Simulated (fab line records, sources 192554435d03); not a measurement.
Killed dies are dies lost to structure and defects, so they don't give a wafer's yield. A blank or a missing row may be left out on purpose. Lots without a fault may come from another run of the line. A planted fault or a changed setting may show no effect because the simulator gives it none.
Split-lot experiment | flow n5_finfet | 7 lots, 21 wafers read, on a route of 1938 steps

THE SPLIT
At N5_BEOL_M6_HM_DEP_02 (deposits TiN, target thk 20 nm), the setting target_thk_a was moved away from the recipe's 200 angstrom on 8 of the 21 wafers read, by -11.0% to +9.5%. The other wafers ran this setting at the recipe's value.

FROM THE SPLIT TO THE READING: what the file shows between them, 4 steps
- N5_BEOL_M6_COAT_59: time 60 s, resist thk 100 nm
- N5_BEOL_M6_COAT_60: time 60 s, resist thk 35 nm
- N5_BEOL_M6_STRIP_68: strips in N2/H2
- N5_BEOL_M6_STRIP_67: strips in CF4

THE READING
etch.depth_nm (the simulator's own value, which no gauge read), in nm, at N5_BEOL_M6_HM_OPEN_17 (chemistry Cl2/BCl3, target TiN, target depth 20 nm, overetch 6 nm). The file gives no usual value for it. The 13 wafers here that ran the recipe average 20.00 nm, standard deviation 0.26 nm.

wafer  | tool, chamber at the split | target_thk_a as run, angstrom | against the recipe | etch.depth_nm, nm | against lot-mates on the recipe
L076.3 | pvd_sputter-02, -          | 200                           | recipe             | 20.02             | -
L076.5 | pvd_sputter-02, -          | 200                           | recipe             | 20.02             | -
L076.6 | pvd_sputter-02, -          | 200                           | recipe             | 20.06             | -
L077.1 | pvd_sputter-01, -          | 182.5                         | -8.8%              | 18.24             | -1.82
L077.3 | pvd_sputter-01, -          | 200                           | recipe             | 20.06             | -
L077.4 | pvd_sputter-01, -          | 182.5                         | -8.8%              | 18.26             | -1.80
L080.3 | pvd_sputter-03, -          | 187.7                         | -6.2%              | 18.35             | -1.13
L080.4 | pvd_sputter-03, -          | 200                           | recipe             | 19.48             | -
L080.6 | pvd_sputter-03, -          | 200                           | recipe             | 19.49             | -
L079.2 | pvd_sputter-02, -          | 178.4                         | -10.8%             | 17.94             | -2.06
L079.4 | pvd_sputter-02, -          | 178.4                         | -10.8%             | 18.03             | -1.97
L079.6 | pvd_sputter-02, -          | 200                           | recipe             | 20                | -
L083.3 | pvd_sputter-02, -          | 200                           | recipe             | 19.97             | -
L083.4 | pvd_sputter-02, -          | 200                           | recipe             | 20.32             | -
L083.5 | pvd_sputter-02, -          | 200                           | recipe             | 20.16             | -
L092.1 | pvd_sputter-03, -          | 200                           | recipe             | 20                | -
L092.5 | pvd_sputter-03, -          | 200                           | recipe             | 20                | -
L092.4 | pvd_sputter-03, -          | 178.1                         | -11.0%             | 17.59             | -2.41
L097.4 | pvd_sputter-02, -          | 219                           | +9.5%              | 22.35             | +1.89
L097.5 | pvd_sputter-02, -          | 200                           | recipe             | 20.46             | -
L097.6 | pvd_sputter-02, -          | 219                           | +9.5%              | 22.14             | +1.68

THE FIT
A straight line over all 21 wafers: etch.depth_nm changes by +0.214 nm for each +1% of target_thk_a; r = +0.98; the points scatter about the line by 0.26 nm.
The same after taking each lot's own level away (the mean of its wafers on the recipe; 21 wafers): +0.196 nm for each +1%; r = +1.00; scatter 0.1 nm.
On that fit, the largest move of target_thk_a shifts the reading by 2.1 nm.
The lots' own levels span 19.485 to 20.460 nm, that is 3.7 times the standard deviation above.
So the lot-to-lot level changes the slope little: the two slopes agree.
Check: with one of the wafers moved furthest among these (-11.0%) left out of the fit, the line predicts -2.11 nm for it against its lot-mates. It came out at -2.41 nm against them.

OTHER SPLITS ON THESE WAFERS
These wafers also went through other splits before the reading. Each is held against what the fit with the lots' levels taken away leaves over:
other split on the same wafers | wafers away from the commonest value | r with etch.depth_nm (lot level and that fit taken away)
N5_BEOL_M5_COAT_05 spin_rpm    | 4                                    | -0.06
N5_BEOL_M5_DESCUM_16 time_s    | 8                                    | +0.53
N5_BEOL_M6_PECVD_70 time_s     | 6                                    | -0.35

THE WHOLE CHAIN: every reading that the file lists as answering this split, in the file's order
step                  | what it does                                                      | reading                                                                          | change (the file's fit)               | r (the file's)
N5_BEOL_M6_HM_DEP_02  | deposits TiN, target thk 20 nm                                    | TiN_of_BEOL_M6_HM_DEP_02.thk_nm (the simulator's own value, which no gauge read) | +0.199 nm for each +1% of the setting | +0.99
N5_BEOL_M6_HM_OPEN_17 | chemistry Cl2/BCl3, target TiN, target depth 20 nm, overetch 6 nm | etch.depth_nm (the simulator's own value, which no gauge read)                   | +0.199 nm for each +1% of the setting | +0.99

THE FILE'S OWN FIT
etch.depth_nm changes by +0.199 nm for each +1% of target_thk_a, r = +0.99.
